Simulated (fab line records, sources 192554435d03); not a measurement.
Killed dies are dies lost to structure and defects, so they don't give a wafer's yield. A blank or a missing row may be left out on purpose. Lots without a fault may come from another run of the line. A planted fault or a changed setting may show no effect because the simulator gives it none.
Which tool did it? | flow n5_finfet | 24 lots, 72 wafers sampled, at 5 steps of a route of 1938

WHAT THE GAUGES READ, wafer by wafer
N5_BEOL_M12_RS_MEAS_54: measures by four-point-probe. Usual: M12_RS 0.0600 ohm/sq, standard deviation 0.0012.
lot  | measured     | on            | M12_RS (ohm/sq)      | flag
L075 | day 12 08:45 | film_metro-01 | 0.0594 0.0613 0.0616 |
L074 | day 12 09:35 | film_metro-01 | 0.0592 0.0602 0.0593 |
L077 | day 12 18:01 | film_metro-01 | 0.0617 0.0603 0.0615 |
L078 | day 12 18:17 | film_metro-01 | 0.0607 0.0617 0.0615 |
L076 | day 13 01:30 | film_metro-01 | 0.0606 0.0616 0.0608 |
L080 | day 13 06:55 | film_metro-02 | 0.0591 0.0603 0.0627 |
L079 | day 13 09:18 | film_metro-01 | 0.0614 0.0578 0.0607 |
L081 | day 13 20:53 | film_metro-02 | 0.0609 0.0600 0.0593 |
L082 | day 14 12:10 | film_metro-01 | 0.0611 0.0573 0.0621 |
L083 | day 14 20:07 | film_metro-02 | 0.0602 0.0616 0.0572 |
L085 | day 14 20:10 | film_metro-01 | 0.0613 0.0596 0.0589 |
L086 | day 14 20:26 | film_metro-02 | 0.0601 0.0592 0.0606 |
L084 | day 15 14:25 | film_metro-01 | 0.0596 0.0597 0.0584 |
L087 | day 15 20:51 | film_metro-01 | 0.0585 0.0581 0.0611 |
L088 | day 16 07:29 | film_metro-01 | 0.0590 0.0608 0.0608 |
L091 | day 16 11:02 | film_metro-02 | 0.0607 0.0579 0.0610 |
L090 | day 16 11:52 | film_metro-02 | 0.0612 0.0598 0.0596 |
L093 | day 16 12:25 | film_metro-02 | 0.0601 0.0590 0.0596 |
L089 | day 16 14:20 | film_metro-02 | 0.0591 0.0580 0.0605 |
L092 | day 17 00:26 | film_metro-02 | 0.0599 0.0598 0.0605 |
L094 | day 17 17:59 | film_metro-01 | 0.0621 0.0605 0.0587 |
L096 | day 17 22:38 | film_metro-02 | 0.0582 0.0593 0.0590 |
L095 | day 18 01:06 | film_metro-02 | 0.0593 0.0600 0.0598 |
L097 | day 18 04:07 | film_metro-02 | 0.0591 0.0593 0.0601 |

N5_BEOL_M13_OVL_MEAS_29. Usual: M13_OVL 2 nm, standard deviation 5.
lot  | measured     | on         | M13_OVL (nm) | flag
L075 | day 12 10:15 | overlay-02 | -7 -5 -3     |
L074 | day 12 11:17 | overlay-02 | 5 -4 0       |
L077 | day 12 19:53 | overlay-01 | 3 2 0        |
L078 | day 12 19:56 | overlay-01 | 6 -1 -5      |
L076 | day 13 03:50 | overlay-02 | 3 0 0        |
L080 | day 13 09:38 | overlay-01 | 8 2 13       |
L079 | day 13 10:49 | overlay-02 | 3 -1 0       |
L081 | day 13 22:57 | overlay-01 | -4 -8 -5     |
L082 | day 14 13:53 | overlay-01 | 5 1 11       |
L083 | day 14 21:51 | overlay-01 | 11 15 9      |
L085 | day 14 22:09 | overlay-02 | 4 12 10      |
L086 | day 14 22:13 | overlay-01 | -3 5 -3      |
L084 | day 15 16:10 | overlay-01 | 6 10 5       |
L087 | day 15 22:23 | overlay-02 | 2 7 13       |
L088 | day 16 08:59 | overlay-02 | -1 8 2       |
L091 | day 16 12:41 | overlay-01 | -7 -3 -4     |
L090 | day 16 13:36 | overlay-02 | 2 9 7        |
L093 | day 16 15:02 | overlay-02 | -2 -1 -1     |
L089 | day 16 15:58 | overlay-01 | 1 8 -3       |
L092 | day 17 02:11 | overlay-01 | -3 0 0       |
L094 | day 17 20:47 | overlay-01 | -4 4 0       |
L096 | day 18 03:17 | overlay-02 | 3 -6 4       |
L095 | day 18 03:37 | overlay-02 | 4 6 4        |
L097 | day 18 07:51 | overlay-01 | 10 8 6       |

WHICH TOOL RAN EACH LOT (tool, then ch and the chambers of the sampled wafers, then the start)
lot  | N5_BEOL_M12_STRIP_63                 | N5_BEOL_M12_SPUTTER_44       | N5_BEOL_M13_DESCUM_15
L075 | plasma_asher-01 ch 0,1, day 12 03:25 | pvd_sputter-03, day 12 07:39 | rie_diel-03 ch 0,1, day 12 09:21
L074 | plasma_asher-02 ch 0,1, day 12 04:05 | pvd_sputter-03, day 12 08:22 | rie_diel-06 ch 1,2, day 12 10:24
L077 | plasma_asher-02 ch 0,1, day 12 11:58 | pvd_sputter-03, day 12 16:17 | rie_diel-01 ch 2,3, day 12 18:52
L078 | plasma_asher-02 ch 0,1, day 12 12:43 | pvd_sputter-02, day 12 16:18 | rie_diel-06 ch 1,3, day 12 19:04
L076 | plasma_asher-01 ch 0,1, day 12 22:26 | pvd_sputter-01, day 13 00:26 | rie_diel-06 ch 0,2,3, day 13 02:49
L080 | plasma_asher-02 ch 0,1, day 13 02:26 | pvd_sputter-01, day 13 05:22 | rie_diel-06 ch 0,1,3, day 13 08:37
L079 | plasma_asher-02 ch 0,1, day 13 02:42 | pvd_sputter-01, day 13 07:48 | rie_diel-03 ch 1,3, day 13 09:55
L081 | plasma_asher-02 ch 0,1, day 13 12:53 | pvd_sputter-02, day 13 16:44 | rie_diel-01 ch 1,2, day 13 21:56
L082 | plasma_asher-01 ch 0,1, day 14 06:37 | pvd_sputter-02, day 14 10:55 | rie_diel-03 ch 2,3, day 14 12:52
L083 | plasma_asher-02 ch 0,1, day 14 12:23 | pvd_sputter-02, day 14 19:03 | rie_diel-01 ch 0,1,2, day 14 20:50
L085 | plasma_asher-02 ch 0,1, day 14 12:40 | pvd_sputter-01, day 14 19:06 | rie_diel-01 ch 0,1,2, day 14 21:08
L086 | plasma_asher-01 ch 0,1, day 14 14:55 | pvd_sputter-03, day 14 19:07 | rie_diel-06 ch 0,1,2, day 14 21:20
L084 | plasma_asher-02 ch 0,1, day 14 23:35 | pvd_sputter-03, day 15 13:22 | rie_diel-06 ch 0,1,2, day 15 15:09
L087 | plasma_asher-01 ch 0,1, day 15 14:41 | pvd_sputter-03, day 15 19:47 | rie_diel-06 ch 0,3, day 15 21:31
L088 | plasma_asher-01 ch 0,1, day 16 03:52 | pvd_sputter-01, day 16 06:25 | rie_diel-06 ch 1,2,3, day 16 08:05
L091 | plasma_asher-01 ch 0,1, day 16 07:19 | pvd_sputter-01, day 16 09:59 | rie_diel-06 ch 0,2,3, day 16 11:46
L090 | plasma_asher-01 ch 0,1, day 16 07:45 | pvd_sputter-03, day 16 10:48 | rie_diel-06 ch 0,1,3, day 16 12:35
L093 | plasma_asher-02 ch 0,1, day 16 08:04 | pvd_sputter-01, day 16 11:13 | rie_diel-01 ch 0,2, day 16 14:01
L089 | plasma_asher-02 ch 0,1, day 16 08:37 | pvd_sputter-02, day 16 13:17 | rie_diel-01 ch 0,1, day 16 15:05
L092 | plasma_asher-02 ch 0,1, day 16 19:00 | pvd_sputter-02, day 16 22:48 | rie_diel-06 ch 0,1,3, day 17 01:10
L094 | plasma_asher-02 ch 0,1, day 17 13:53 | pvd_sputter-01, day 17 16:52 | rie_diel-06 ch 1,2,3, day 17 19:53
L096 | plasma_asher-02 ch 0,1, day 17 18:48 | pvd_sputter-02, day 17 21:30 | rie_diel-01 ch 2,3, day 18 02:24
L095 | plasma_asher-02 ch 0,1, day 17 19:39 | pvd_sputter-02, day 18 00:02 | rie_diel-06 ch 0,2, day 18 02:34
L097 | plasma_asher-01 ch 0,1, day 17 23:34 | pvd_sputter-03, day 18 02:53 | rie_diel-06 ch 1,2, day 18 06:48
- N5_BEOL_M12_STRIP_63: strips in N2/H2.
- N5_BEOL_M12_SPUTTER_44: material Ta, target thk 10 nm, time 16.13 s.
- N5_BEOL_M13_DESCUM_15: chemistry O2, time 7.9 s.

WHAT THE TOOLS THEMSELVES READ (means of the sampled wafers that have a number; where no wafer has one, the mark that the record gives instead)
N5_BEOL_M12_STRIP_63. Usual: chamber_pressure_mTorr 1000.0 mTorr, standard deviation 1.3; drypump_motor_current_A 5.88 A, standard deviation 0.26; heater_power_w 340 W, standard deviation 27; oes_product_au 0.694 a.u., standard deviation 0.0045; strip_time_to_endpoint_s 43.0 s, standard deviation 0.95.
lot  | tool            | chamber_pressure_mTorr (mTorr) | drypump_motor_current_A (A) | heater_power_w (W) | oes_product_au (a.u.) | strip_time_to_endpoint_s (s) | flag
L075 | plasma_asher-01 | 999.8                          | 5.80                        | 319                | 0.696                 | 43.1                         |
L074 | plasma_asher-02 | 1000.7                         | 5.85                        | 355                | 0.692                 | 42.6                         |
L077 | plasma_asher-02 | 999.7                          | 5.85                        | 363                | 0.696                 | 43.5                         |
L078 | plasma_asher-02 | 1000.4                         | 6.06                        | 342                | 0.690                 | 43.4                         |
L076 | plasma_asher-01 | 999.2                          | 5.78                        | 323                | 0.694                 | 44.1                         |
L080 | plasma_asher-02 | 999.0                          | 5.85                        | 364                | 0.692                 | 43.3                         |
L079 | plasma_asher-02 | 999.4                          | 6.05                        | 340                | 0.692                 | 42.1                         |
L081 | plasma_asher-02 | 1000.4                         | 5.88                        | 355                | 0.696                 | 42.9                         |
L082 | plasma_asher-01 | 999.9                          | 5.79                        | 325                | 0.695                 | 42.1                         |
L083 | plasma_asher-02 | 1000.6                         | 5.85                        | 362                | 0.695                 | 43.7                         |
L085 | plasma_asher-02 | 1000.0                         | 5.86                        | 360                | 0.690                 | 42.3                         |
L086 | plasma_asher-01 | 999.3                          | 5.71                        | 320                | 0.693                 | 41.2                         |
L084 | plasma_asher-02 | 1000.8                         | 6.07                        | 345                | 0.694                 | 41.5                         |
L087 | plasma_asher-01 | 999.7                          | 5.79                        | 319                | 0.695                 | 42.1                         |
L088 | plasma_asher-01 | 999.1                          | 5.79                        | 320                | 0.692                 | 43.1                         |
L091 | plasma_asher-01 | 1000.6                         | 5.80                        | 323                | 0.693                 | 42.9                         |
L090 | plasma_asher-01 | 1000.7                         | 5.79                        | 324                | 0.696                 | 43.3                         |
L093 | plasma_asher-02 | 1000.1                         | 6.07                        | 345                | 0.695                 | 44.3                         |
L089 | plasma_asher-02 | 999.6                          | 5.88                        | 356                | 0.690                 | 42.7                         |
L092 | plasma_asher-02 | 999.2                          | 5.86                        | 361                | 0.693                 | 42.5                         |
L094 | plasma_asher-02 | 1000.2                         | 5.87                        | 366                | 0.694                 | 44.7                         |
L096 | plasma_asher-02 | 1000.0                         | 6.07                        | 341                | 0.696                 | 43.3                         |
L095 | plasma_asher-02 | 999.7                          | 5.86                        | 358                | 0.694                 | 42.7                         |
L097 | plasma_asher-01 | 1000.2                         | 5.71                        | 323                | 0.697                 | 43.5                         |

N5_BEOL_M12_SPUTTER_44. Usual: throttle_valve_pct 30.3 %, standard deviation 0.95.
lot  | tool           | throttle_valve_pct (%) | flag
L075 | pvd_sputter-03 | 30.4                   |
L074 | pvd_sputter-03 | 30.5                   |
L077 | pvd_sputter-03 | 29.9                   |
L078 | pvd_sputter-02 | 30.6                   |
L076 | pvd_sputter-01 | 30.2                   |
L080 | pvd_sputter-01 | 30.4                   |
L079 | pvd_sputter-01 | 29.4                   |
L081 | pvd_sputter-02 | 31.1                   |
L082 | pvd_sputter-02 | 31.1                   |
L083 | pvd_sputter-02 | 30.7                   |
L085 | pvd_sputter-01 | 29.7                   |
L086 | pvd_sputter-03 | 30.6                   |
L084 | pvd_sputter-03 | 31.0                   |
L087 | pvd_sputter-03 | 30.5                   |
L088 | pvd_sputter-01 | 29.5                   |
L091 | pvd_sputter-01 | 29.6                   |
L090 | pvd_sputter-03 | 31.0                   |
L093 | pvd_sputter-01 | 29.6                   |
L089 | pvd_sputter-02 | 29.7                   |
L092 | pvd_sputter-02 | 30.4                   |
L094 | pvd_sputter-01 | 29.7                   |
L096 | pvd_sputter-02 | 30.3                   |
L095 | pvd_sputter-02 | 29.6                   |
L097 | pvd_sputter-03 | 31.0                   |

N5_BEOL_M13_DESCUM_15. Usual: chamber_pressure_mTorr 19.999 mTorr, standard deviation 0.019; drypump_motor_current_A 5.8 A, standard deviation 0.51; oes_product_au 0.76 a.u., standard deviation 0.065; rf_vpp_V 243.3 V, standard deviation 1.1; showerhead_plenum_p_Torr 2.10 Torr, standard deviation 0.052; throttle_valve_pct 20.43 %, standard deviation 0.28.
lot  | tool        | chamber_pressure_mTorr (mTorr) | drypump_motor_current_A (A) | oes_product_au (a.u.) | rf_vpp_V (V) | showerhead_plenum_p_Torr (Torr) | throttle_valve_pct (%) | flag
L075 | rie_diel-03 | 20.007                         | 5.3                         | 0.85                  | 243.5        | 2.09                            | 20.45                  |
L074 | rie_diel-06 | 19.991                         | 5.7                         | 0.78                  | 244.8        | 2.14                            | 20.36                  |
L077 | rie_diel-01 | 19.996                         | 6.0                         | 0.78                  | 244.1        | 2.15                            | 20.44                  |
L078 | rie_diel-06 | 19.996                         | 5.5                         | 0.82                  | 243.7        | 2.12                            | 20.52                  |
L076 | rie_diel-06 | 19.997                         | 6.2                         | 0.77                  | 243.8        | 2.12                            | 20.21                  |
L080 | rie_diel-06 | 19.982                         | 5.9                         | 0.81                  | 243.6        | 2.12                            | 20.30                  |
L079 | rie_diel-03 | 19.996                         | 4.8                         | 0.77                  | 241.3        | 2.01                            | 20.63                  |
L081 | rie_diel-01 | 19.995                         | 5.8                         | 0.70                  | 242.1        | 2.06                            | 20.67                  |
L082 | rie_diel-03 | 20.008                         | 5.0                         | 0.75                  | 242.3        | 2.08                            | 20.56                  |
L083 | rie_diel-01 | 19.997                         | 5.9                         | 0.70                  | 242.1        | 2.09                            | 20.72                  |
L085 | rie_diel-01 | 20.009                         | 5.9                         | 0.69                  | 243.3        | 2.09                            | 20.72                  |
L086 | rie_diel-06 | 19.987                         | 5.9                         | 0.80                  | 242.9        | 2.13                            | 20.24                  |
L084 | rie_diel-06 | 19.988                         | 5.9                         | 0.80                  | 243.8        | 2.12                            | 20.24                  |
L087 | rie_diel-06 | 19.985                         | 6.4                         | 0.80                  | 243.7        | 2.10                            | 20.10                  |
L088 | rie_diel-06 | 20.010                         | 5.7                         | 0.75                  | 243.2        | 2.12                            | 20.47                  |
L091 | rie_diel-06 | 20.017                         | 6.2                         | 0.74                  | 243.7        | 2.11                            | 20.25                  |
L090 | rie_diel-06 | 20.001                         | 5.9                         | 0.78                  | 243.6        | 2.11                            | 20.33                  |
L093 | rie_diel-01 | 20.026                         | 5.9                         | 0.71                  | 244.5        | 2.16                            | 20.70                  |
L089 | rie_diel-01 | 19.997                         | 5.9                         | 0.67                  | 242.7        | 2.02                            | 20.77                  |
L092 | rie_diel-06 | 19.978                         | 5.9                         | 0.78                  | 243.7        | 2.11                            | 20.33                  |
L094 | rie_diel-06 | 20.007                         | 5.7                         | 0.73                  | 243.0        | 2.12                            | 20.49                  |
L096 | rie_diel-01 | 20.001                         | 6.1                         | 0.76                  | 242.7        | 2.07                            | 20.38                  |
L095 | rie_diel-06 | 19.989                         | 6.2                         | 0.73                  | 244.2        | 2.13                            | 20.18                  |
L097 | rie_diel-06 | 20.002                         | 5.7                         | 0.72                  | 243.6        | 2.13                            | 20.42                  |

THE ANSWER, worked out from the rows above alone
Rule: a lot is off if the mean of its wafers that have a number lies more than 3 standard deviations from the usual mean. A lot without any number at a reading at which 4 lots or more have one is off too. The other lots that the step has rows for count as sound. The gauges are gone through in route order, then the tools' own readings, and for those a lot's mean is taken as printed above. The first step at which some lot is off is used, and at that step the reading that is off furthest; a lot without a number counts as furthest.
No lot is off at any reading shown: from this, nothing can be told.

WHAT THE SIMULATOR HAD PUT IN
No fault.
